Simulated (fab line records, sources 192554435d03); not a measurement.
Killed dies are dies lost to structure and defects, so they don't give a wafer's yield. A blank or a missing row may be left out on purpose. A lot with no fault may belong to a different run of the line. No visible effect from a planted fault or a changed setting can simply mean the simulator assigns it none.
fab line records + flow n5_finfet + part 2 of 2: steps 5 to 6 of 6
record:
- lots: 24
- wafers: 72
- last_day: 17
route steps=1938 shown BEOL_M12@1648 BEOL_M13@1670
lots with no fault: from the same line, run without faults
start_h: hours from the record's opening day to when the first of the lot's shown wafers began + wait_h: time in hours since the lot's previous step + " identical to the entry in the row above + L1.1+2: a row that stands for several wafers + - no value, or no start was given + * or withheld: withheld + < > ~ a bound
route shown NAME@n: names a module that has steps shown in the file, with the first one's number in the route + usual: the fault-free wafers' mean and standard deviation + same: alike in all rows + chamber/n: place in a boat + sites: each site's reading + _std_site: their standard deviation + _edge_site: inner sites' mean taken away from outer sites' mean + radius_mm: how far each site lies from the wafer's centre + mask NAME#n: copy n + behind: tool/chamber where the wafer was last shaped + hold: cause of the lot's hold/its duration in hours/its outcome + device: whichever transistor did not switch (one of n, p or np) + end of line: at the end of the route, the tests of the same wafers + a step with no rows: only its recipe + killed: count of dies lost to structure and defects at first sort (not the wafer's yield) + map: per-die view of a wafer (x killed, . not killed, _ where there is no die)
set.NAME: the setting that was run; set.NAME@STEP: the one run at that earlier step + model.NAME: the simulator's own value behind a step, which no gauge read
the route's steps for a sample of lots (tables are steps, rows are wafers)
services: from which hour (start_h, from the record's first day; less than 0 if before it) a tool's chamber was out of use, for how many hours, and why
== steps ==
step: N5_BEOL_M13_STRIP_64
recipe:
- chemistry: N2/H2
- power_w: 1000
- temp_c: 250
- h2_frac: 0.65
- overash_fraction: 0.3
- pressure_mtorr: withheld
- n2_flow_sccm: 1750
- h2_flow_sccm: 3250
usual:
- drypump_motor_current_A: 5.8/0.67
- heater_power_w: 318/24
- oes_product_au: 0.715/0.0044
- strip_time_to_endpoint_s: 31.36/0.075
same:
- overash_fraction: 0.3
| lot.wafer | tool            | chamber | start_h | wait_h | drypump_motor_current_A | heater_power_w | oes_product_au | rf_hours_counter_h | strip_time_to_endpoint_s |
|-----------|-----------------|---------|---------|--------|-------------------------|----------------|----------------|--------------------|--------------------------|
| L074.1    | plasma_asher-02 | 0       | 231.93  | 0.0    | 6.7                     | 325            | 0.709          | 116                | 31.22                    |
| L074.2    | "               | 1       | "       | "      | 5.2                     | 310            | 0.713          | 116                | 31.18                    |
| L074.5    | "               | 1       | "       | "      | 5.3                     | 309            | 0.721          | -                  | 31.17                    |
| L076.1    | plasma_asher-02 | 0       | 237.01  | 0.0    | 6.7                     | 324            | 0.714          | 117                | 31.32                    |
| L076.2    | "               | 1       | "       | "      | 5.2                     | 307            | 0.711          | 117                | 31.28                    |
| L076.4    | "               | 1       | "       | "      | 5.2                     | 312            | 0.719          | -                  | 31.35                    |
| L075.1    | plasma_asher-01 | 1       | 240.44  | 0.0    | 5.7                     | 355            | 0.719          | 67                 | 31.42                    |
| L075.2    | "               | 0       | "       | "      | 5.3                     | 276            | 0.715          | 67                 | 31.42                    |
| L075.3    | "               | 0       | "       | "      | 5.3                     | 279            | 0.722          | -                  | 31.43                    |
| L077.2    | plasma_asher-02 | 0       | 244.28  | 0.0    | 6.7                     | 329            | 0.718          | 119                | 31.39                    |
| L077.3    | "               | 0       | "       | "      | 6.7                     | 326            | 0.716          | -                  | 31.32                    |
| L077.5    | "               | 0       | "       | "      | 6.7                     | 325            | 0.722          | -                  | 31.32                    |
| L078.2    | plasma_asher-01 | 1       | 264.00  | 0.0    | 5.7                     | 357            | 0.713          | 72                 | 31.31                    |
| L078.3    | "               | 0       | "       | "      | 5.2                     | 280            | 0.713          | -                  | 31.24                    |
| L078.6    | "               | 0       | "       | "      | 5.3                     | 274            | 0.706          | -                  | 31.31                    |
| L079.1    | plasma_asher-02 | 1       | 274.79  | 0.0    | 5.2                     | 317            | 0.715          | 126                | 31.27                    |
| L079.4    | "               | 0       | "       | "      | 6.7                     | 331            | 0.721          | -                  | 31.25                    |
| L079.6    | "               | 1       | "       | "      | 5.2                     | 314            | 0.713          | -                  | 31.25                    |
| L080.4    | plasma_asher-02 | 0       | 277.26  | 0.0    | 6.7                     | 333            | 0.727          | -                  | 31.23                    |
| L080.5    | "               | 0       | "       | "      | 6.7                     | 329            | 0.713          | -                  | 31.29                    |
| L080.6    | "               | 1       | "       | "      | 5.2                     | 317            | 0.711          | -                  | 31.22                    |
| L081.3    | plasma_asher-02 | 1       | 281.00  | 0.0    | 5.2                     | 310            | 0.722          | -                  | 31.36                    |
| L081.4    | "               | 0       | "       | "      | 6.7                     | 328            | 0.716          | -                  | 31.46                    |
| L081.5    | "               | 0       | "       | "      | 6.7                     | 322            | 0.716          | -                  | 31.37                    |
| L084.1    | plasma_asher-02 | 1       | 294.12  | 0.0    | 5.2                     | 315            | 0.713          | 130                | 31.35                    |
| L084.2    | "               | 0       | "       | "      | 6.7                     | 328            | 0.720          | 130                | 31.37                    |
| L084.6    | "               | 1       | "       | "      | 5.2                     | 317            | 0.711          | -                  | 31.41                    |
| L082.1    | plasma_asher-01 | 0       | 297.84  | 0.0    | 5.3                     | 272            | 0.715          | 77                 | 31.43                    |
| L082.2    | "               | 1       | "       | "      | 5.7                     | 368            | 0.707          | 77                 | 31.41                    |
| L082.6    | "               | 0       | "       | "      | 5.3                     | 279            | 0.708          | -                  | 31.45                    |
| L083.2    | plasma_asher-02 | 1       | 298.47  | 0.0    | 5.2                     | 321            | 0.717          | 131                | 31.34                    |
| L083.4    | "               | 0       | "       | "      | 6.7                     | 315            | 0.708          | -                  | 31.31                    |
| L083.6    | "               | 1       | "       | "      | 5.2                     | 306            | 0.720          | -                  | 31.36                    |
| L085.1    | plasma_asher-02 | 0       | 309.77  | 0.0    | 6.7                     | 331            | 0.714          | 133                | 31.36                    |
| L085.5    | "               | 0       | "       | "      | 6.7                     | 321            | 0.717          | -                  | 31.32                    |
| L085.6    | "               | 1       | "       | "      | 5.2                     | 305            | 0.722          | -                  | 31.30                    |
| L087.1    | plasma_asher-02 | 1       | 316.36  | 0.0    | 5.2                     | 314            | 0.717          | 135                | 31.55                    |
| L087.5    | "               | 1       | "       | "      | 5.2                     | 314            | 0.716          | -                  | 31.45                    |
| L087.6    | "               | 0       | "       | "      | 6.7                     | 325            | 0.714          | -                  | 31.44                    |
| L089.1    | plasma_asher-02 | 1       | 325.31  | 0.0    | 5.2                     | 314            | 0.719          | 138                | 31.26                    |
| L089.3    | "               | 0       | "       | "      | 6.7                     | 332            | 0.712          | -                  | 31.43                    |
| L089.4    | "               | 1       | "       | "      | 5.2                     | 310            | 0.712          | -                  | 31.31                    |
| L086.1    | plasma_asher-02 | 1       | 329.02  | 0.0    | 5.2                     | 318            | 0.713          | 139                | 31.34                    |
| L086.2    | "               | 0       | "       | "      | 6.7                     | 336            | 0.718          | 139                | 31.27                    |
| L086.4    | "               | 1       | "       | "      | 5.2                     | 308            | 0.715          | -                  | 31.28                    |
| L088.1    | plasma_asher-02 | 0       | 340.26  | 0.0    | 6.7                     | 330            | 0.716          | 143                | 31.40                    |
| L088.4    | "               | 0       | "       | "      | 6.7                     | 331            | 0.716          | -                  | 31.42                    |
| L088.5    | "               | 1       | "       | "      | 5.2                     | 308            | 0.715          | -                  | 31.39                    |
| L090.3    | plasma_asher-02 | 0       | 343.79  | 0.0    | 6.7                     | 328            | 0.724          | -                  | 31.43                    |
| L090.5    | "               | 0       | "       | "      | 6.7                     | 322            | 0.719          | -                  | 31.36                    |
| L090.6    | "               | 1       | "       | "      | 5.2                     | 319            | 0.712          | -                  | 31.30                    |
| L092.2    | plasma_asher-02 | 1       | 347.14  | 0.0    | 5.2                     | 309            | 0.718          | 147                | 31.41                    |
| L092.4    | "               | 0       | "       | "      | 6.7                     | 326            | 0.708          | -                  | 31.49                    |
| L092.6    | "               | 0       | "       | "      | 6.7                     | 332            | 0.711          | -                  | 31.41                    |
| L091.1    | plasma_asher-02 | 1       | 348.97  | 0.0    | 5.2                     | 306            | 0.718          | 148                | 31.42                    |
| L091.4    | "               | 1       | "       | "      | 5.2                     | 311            | 0.717          | -                  | 31.42                    |
| L091.5    | "               | 1       | "       | "      | 5.2                     | 311            | 0.716          | -                  | 31.37                    |
| L093.1    | plasma_asher-02 | 1       | 371.58  | 0.0    | 5.2                     | 305            | 0.708          | 156                | 31.33                    |
| L093.4    | "               | 1       | "       | "      | 5.2                     | 311            | 0.708          | -                  | 31.31                    |
| L093.6    | "               | 1       | "       | "      | 5.2                     | 305            | 0.720          | -                  | 31.31                    |
| L094.1    | plasma_asher-01 | 1       | 374.71  | 0.0    | 5.7                     | 361            | 0.700          | 82                 | 31.29                    |
| L094.2    | "               | 0       | "       | "      | 5.3                     | 277            | 0.724          | 82                 | 31.42                    |
| L094.6    | "               | 0       | "       | "      | 5.3                     | 280            | 0.720          | -                  | 31.36                    |
| L097.1    | plasma_asher-01 | 1       | 376.50  | 0.0    | 5.7                     | 348            | 0.718          | 82                 | 31.46                    |
| L097.2    | "               | 0       | "       | "      | 5.2                     | 280            | 0.709          | 82                 | 31.44                    |
| L097.3    | "               | 1       | "       | "      | 5.7                     | 367            | 0.714          | -                  | 31.42                    |
| L095.3    | plasma_asher-01 | 0       | 380.23  | 0.0    | 5.3                     | 280            | 0.721          | -                  | 31.41                    |
| L095.5    | "               | 1       | "       | "      | 5.8                     | 353            | 0.716          | -                  | 31.41                    |
| L095.6    | "               | 0       | "       | "      | 5.3                     | 273            | 0.717          | -                  | 31.36                    |
| L096.1    | plasma_asher-01 | 1       | 382.91  | 0.0    | 5.7                     | 357            | 0.722          | 84                 | 31.35                    |
| L096.4    | "               | 0       | "       | "      | 5.3                     | 271            | 0.718          | -                  | 31.41                    |
| L096.6    | "               | 1       | "       | "      | 5.7                     | 363            | 0.717          | -                  | 31.38                    |
step: N5_BEOL_M13_ETCH_67
recipe:
- chemistry: CF4
- target: SiARC
- target_depth_a: 1430
- time_s: 238.3
- ion_energy_ev: 80
- pressure_mtorr: 40
- source_w: 545
- bias_w: 36
- Ar_flow_sccm: 100
- cf4_flow_sccm: 100
- ends: cleared
usual:
- drypump_motor_current_A: 5.51/0.25
- etch_rf_on_time_s: 238/4.8
- oes_product_au: 0.69/0.076
- rf_vpp_V: 184.1/1
- showerhead_plenum_p_Torr: 2.14/0.064
- throttle_valve_pct: 15.53/0.23
| lot.wafer | tool        | chamber | start_h | wait_h | drypump_motor_current_A | etch_rf_on_time_s | oes_product_au | rf_hours_counter_h | rf_vpp_V | showerhead_plenum_p_Torr | throttle_valve_pct |
|-----------|-------------|---------|---------|--------|-------------------------|-------------------|----------------|--------------------|----------|--------------------------|--------------------|
| L074.1    | rie_diel-02 | 1       | 232.74  | 0.0    | 5.64                    | 231               | 0.70           | 78                 | 184.4    | 2.07                     | 15.54              |
| L074.2    | "           | 0       | "       | "      | 5.12                    | 240               | 0.58           | 249                | 185.0    | 2.18                     | 15.73              |
| L074.5    | "           | 1       | "       | "      | 5.65                    | 233               | 0.70           | -                  | 183.1    | 2.07                     | 15.56              |
| L076.1    | rie_diel-02 | 3       | 237.73  | 0.0    | 5.31                    | 238               | 0.64           | 172                | 184.2    | 2.04                     | 15.65              |
| L076.2    | "           | 2       | "       | "      | 5.84                    | 240               | 0.70           | 94                 | 183.1    | 2.15                     | 15.16              |
| L076.4    | "           | 2       | "       | "      | 5.81                    | 237               | 0.70           | -                  | 184.3    | 2.15                     | 15.18              |
| L075.1    | rie_diel-06 | 0       | 241.03  | 0.0    | 5.79                    | 241               | 0.58           | 246                | 185.2    | 2.13                     | 15.98              |
| L075.2    | "           | 2       | "       | "      | 5.41                    | 228               | 0.63           | 198                | 185.0    | 2.21                     | 15.51              |
| L075.3    | "           | 3       | "       | "      | 5.91                    | 233               | 0.72           | 85                 | 184.9    | 2.25                     | 15.28              |
| L077.2    | rie_diel-06 | 1       | 245.00  | 0.0    | 5.30                    | 237               | 0.58           | 235                | 183.5    | 2.11                     | 15.82              |
| L077.3    | "           | 2       | "       | "      | 5.41                    | 228               | 0.62           | 199                | 185.8    | 2.21                     | 15.51              |
| L077.5    | "           | 0       | "       | "      | 5.78                    | 241               | 0.59           | -                  | 184.8    | 2.13                     | 15.95              |
| L078.2    | rie_diel-01 | 1       | 264.74  | 0.0    | 5.47                    | 238               | 0.80           | 27                 | 185.8    | 2.18                     | 15.11              |
| L078.3    | "           | 0       | "       | "      | 5.42                    | 240               | 0.63           | 179                | 183.7    | 2.04                     | 15.70              |
| L078.6    | "           | 0       | "       | "      | 5.42                    | 238               | 0.63           | -                  | 183.7    | 2.05                     | 15.70              |
| L079.1    | rie_diel-02 | 3       | 275.84  | 0.0    | 5.36                    | 243               | 0.63           | 184                | 183.7    | 2.04                     | 15.66              |
| L079.4    | "           | 0       | "       | "      | 5.12                    | 236               | 0.80           | 8                  | 184.8    | 2.18                     | 15.24              |
| L079.6    | "           | 3       | "       | "      | 5.37                    | 244               | 0.62           | -                  | 183.0    | 2.04                     | 15.68              |
| L080.4    | rie_diel-02 | 0       | 277.98  | 0.0    | 5.11                    | 234               | 0.80           | 9                  | 183.7    | 2.18                     | 15.22              |
| L080.5    | "           | 0       | "       | "      | 5.13                    | 237               | 0.79           | -                  | 182.5    | 2.18                     | 15.22              |
| L080.6    | "           | 3       | "       | "      | 5.36                    | 244               | 0.63           | -                  | 183.1    | 2.04                     | 15.65              |
| L081.3    | rie_diel-02 | 0       | 281.74  | 0.0    | 5.12                    | 232               | 0.80           | 11                 | 186.9    | 2.18                     | 15.25              |
| L081.4    | "           | 2       | "       | "      | 5.82                    | 240               | 0.69           | 108                | 183.0    | 2.15                     | 15.20              |
| L081.5    | "           | 0       | "       | "      | 5.12                    | 233               | 0.80           | -                  | 184.3    | 2.18                     | 15.24              |
| L084.1    | rie_diel-01 | 0       | 294.90  | 0.0    | 5.42                    | 237               | 0.63           | 186                | 181.6    | 2.04                     | 15.72              |
| L084.2    | "           | 2       | "       | "      | 5.74                    | 237               | 0.81           | 9                  | 184.7    | 2.20                     | 15.70              |
| L084.6    | "           | 0       | "       | "      | 5.44                    | 237               | 0.63           | -                  | 183.0    | 2.04                     | 15.71              |
| L082.1    | rie_diel-01 | 2       | 298.52  | 0.0    | 5.74                    | 238               | 0.81           | 10                 | 184.5    | 2.20                     | 15.71              |
| L082.2    | "           | 1       | "       | "      | 5.48                    | 240               | 0.77           | 35                 | 186.0    | 2.18                     | 15.14              |
| L082.6    | "           | 3       | "       | "      | 5.17                    | 250               | 0.68           | -                  | 184.4    | 2.16                     | 15.82              |
| L083.2    | rie_diel-01 | 0       | 299.07  | 0.0    | 5.43                    | 238               | 0.63           | 188                | 182.9    | 2.04                     | 15.72              |
| L083.4    | "           | 2       | "       | "      | 5.73                    | 237               | 0.80           | 11                 | 184.8    | 2.20                     | 15.72              |
| L083.6    | "           | 3       | "       | "      | 5.17                    | 248               | 0.68           | -                  | 184.5    | 2.16                     | 15.82              |
| L085.1    | rie_diel-06 | 0       | 310.36  | 0.0    | 5.78                    | 235               | 0.82           | 9                  | 183.1    | 2.13                     | 15.51              |
| L085.5    | "           | 0       | "       | "      | 5.77                    | 235               | 0.80           | -                  | 183.4    | 2.13                     | 15.52              |
| L085.6    | "           | 1       | "       | "      | 5.31                    | 237               | 0.58           | -                  | 182.5    | 2.10                     | 15.81              |
| L087.1    | rie_diel-02 | 2       | 317.35  | 0.0    | 5.81                    | 241               | 0.68           | 119                | 184.1    | 2.14                     | 15.22              |
| L087.5    | "           | 1       | "       | "      | 5.66                    | 234               | 0.68           | -                  | 183.9    | 2.06                     | 15.62              |
| L087.6    | "           | 0       | "       | "      | 5.10                    | 234               | 0.77           | -                  | 185.2    | 2.17                     | 15.27              |
| L089.1    | rie_diel-06 | 3       | 326.04  | 0.0    | 5.89                    | 235               | 0.69           | 113                | 185.0    | 2.24                     | 15.32              |
| L089.3    | "           | 2       | "       | "      | 5.44                    | 230               | 0.60           | 225                | 183.3    | 2.20                     | 15.57              |
| L089.4    | "           | 1       | "       | "      | 5.30                    | 235               | 0.58           | 246                | 183.4    | 2.10                     | 15.81              |
| L086.1    | rie_diel-06 | 1       | 329.77  | 0.0    | 5.30                    | 240               | 0.57           | 247                | 183.7    | 2.10                     | 15.82              |
| L086.2    | "           | 0       | "       | "      | 5.77                    | 235               | 0.80           | 15                 | 184.3    | 2.12                     | 15.53              |
| L086.4    | "           | 3       | "       | "      | 5.90                    | 240               | 0.68           | 114                | 186.1    | 2.24                     | 15.32              |
| L088.1    | rie_diel-02 | 3       | 340.85  | 0.0    | 5.33                    | 241               | 0.62           | 203                | 183.9    | 2.03                     | 15.70              |
| L088.4    | "           | 0       | "       | "      | 5.11                    | 233               | 0.76           | 30                 | 185.2    | 2.17                     | 15.28              |
| L088.5    | "           | 3       | "       | "      | 5.33                    | 241               | 0.62           | -                  | 183.1    | 2.03                     | 15.69              |
| L090.3    | rie_diel-01 | 2       | 344.80  | 0.0    | 5.72                    | 236               | 0.78           | 25                 | 185.3    | 2.19                     | 15.74              |
| L090.5    | "           | 1       | "       | "      | 5.46                    | 237               | 0.78           | -                  | 185.2    | 2.18                     | 15.14              |
| L090.6    | "           | 2       | "       | "      | 5.72                    | 237               | 0.77           | -                  | 182.7    | 2.19                     | 15.73              |
| L092.2    | rie_diel-06 | 2       | 347.89  | 0.1    | 5.44                    | 235               | 0.60           | -                  | 186.1    | 2.20                     | 15.57              |
| L092.4    | "           | 2       | "       | "      | 5.43                    | 238               | 0.59           | -                  | 183.7    | 2.20                     | 15.57              |
| L092.6    | "           | 2       | "       | "      | 5.42                    | 236               | 0.59           | -                  | 185.0    | 2.20                     | 15.56              |
| L091.1    | rie_diel-02 | 2       | 349.69  | 0.0    | 5.84                    | 242               | 0.66           | 129                | 184.2    | 2.14                     | 15.24              |
| L091.4    | "           | 1       | "       | "      | 5.61                    | 234               | 0.68           | 114                | 182.7    | 2.06                     | 15.63              |
| L091.5    | "           | 1       | "       | "      | 5.64                    | 234               | 0.67           | -                  | 183.2    | 2.06                     | 15.64              |
| L093.1    | rie_diel-01 | 3       | 372.21  | 0.0    | 5.15                    | 248               | 0.66           | 112                | 183.1    | 2.15                     | 15.86              |
| L093.4    | "           | 2       | "       | "      | 5.78                    | 239               | 0.76           | 34                 | 184.8    | 2.19                     | 15.75              |
| L093.6    | "           | 1       | "       | "      | 5.50                    | 237               | 0.75           | -                  | 184.2    | 2.17                     | 15.18              |
| L094.1    | rie_diel-06 | 3       | 375.43  | 0.0    | 5.89                    | 237               | 0.68           | 127                | 185.4    | 2.24                     | 15.32              |
| L094.2    | "           | 0       | "       | "      | 5.77                    | 237               | 0.77           | 29                 | 182.2    | 2.12                     | 15.55              |
| L094.6    | "           | 0       | "       | "      | 5.78                    | 236               | 0.76           | -                  | 182.7    | 2.12                     | 15.55              |
| L097.1    | rie_diel-06 | 3       | 377.22  | 0.0    | 5.91                    | 242               | 0.68           | 128                | 186.7    | 2.24                     | 15.37              |
| L097.2    | "           | 1       | "       | "      | 5.27                    | 233               | 0.84           | 7                  | 183.4    | 2.10                     | 15.34              |
| L097.3    | "           | 0       | "       | "      | 5.76                    | 239               | 0.76           | 29                 | 182.7    | 2.12                     | 15.53              |
| L095.3    | rie_diel-02 | 0       | 380.94  | 0.0    | 5.10                    | 231               | 0.74           | 41                 | 183.0    | 2.16                     | 15.32              |
| L095.5    | "           | 1       | "       | "      | 5.65                    | 231               | 0.67           | -                  | 184.7    | 2.06                     | 15.65              |
| L095.6    | "           | 2       | "       | "      | 5.83                    | 240               | 0.66           | -                  | 184.1    | 2.14                     | 15.28              |
| L096.1    | rie_diel-01 | 1       | 383.63  | 0.0    | 5.49                    | 239               | 0.74           | 56                 | 183.0    | 2.17                     | 15.17              |
| L096.4    | "           | 3       | "       | "      | 5.14                    | 251               | 0.66           | 115                | 183.8    | 2.15                     | 15.87              |
| L096.6    | "           | 3       | "       | "      | 5.14                    | 251               | 0.66           | -                  | 184.9    | 2.15                     | 15.87              |
== services ==
| tool            | chamber | start_h | hours | kind                          |
|-----------------|---------|---------|-------|-------------------------------|
| cmp-02          | -       | 216.64  | 14.7  | repair                        |
| cmp-04          | -       | 218.55  | 3.3   | repair                        |
| cmp-01          | -       | 225.54  | 12.0  | repair                        |
| cmp-04          | -       | 229.50  | 0.2   | repair                        |
| cmp-04          | -       | 231.14  | 4.0   | pm                            |
| rie_diel-02     | 0       | 233.89  | -     | clean                         |
| rie_diel-02     | 0       | 233.89  | -     | consumable_replace:focus_ring |
| rie_diel-02     | 0       | 233.89  | 14.9  | scheduled_down                |
| pvd_sputter-03  | -       | 235.09  | 39.9  | repair                        |
| rie_diel-01     | 2       | 235.33  | 5.0   | repair                        |
| rie_diel-02     | 1       | 243.32  | 8.0   | repair                        |
| cmp-02          | -       | 248.48  | 4.0   | pm                            |
| cmp-02          | -       | 259.60  | 0.7   | repair                        |
| plasma_asher-01 | -       | 268.23  | 6.7   | repair                        |
| cmp-04          | -       | 291.07  | 1.2   | repair                        |
| cmp-01          | -       | 295.21  | 4.1   | pm                            |
| cmp-04          | -       | 309.07  | 2.0   | repair                        |
| rie_diel-01     | 1       | 313.05  | 21.1  | repair                        |
| plasma_asher-01 | -       | 318.38  | 48.9  | repair                        |
| cmp-01          | -       | 324.88  | 0.4   | repair                        |
| rie_diel-06     | 3       | 342.18  | 7.7   | repair                        |
| rie_diel-06     | 0       | 344.37  | 5.4   | repair                        |
| cmp-01          | -       | 361.87  | 4.0   | pm                            |
| cmp-02          | -       | 364.66  | 1.8   | repair                        |
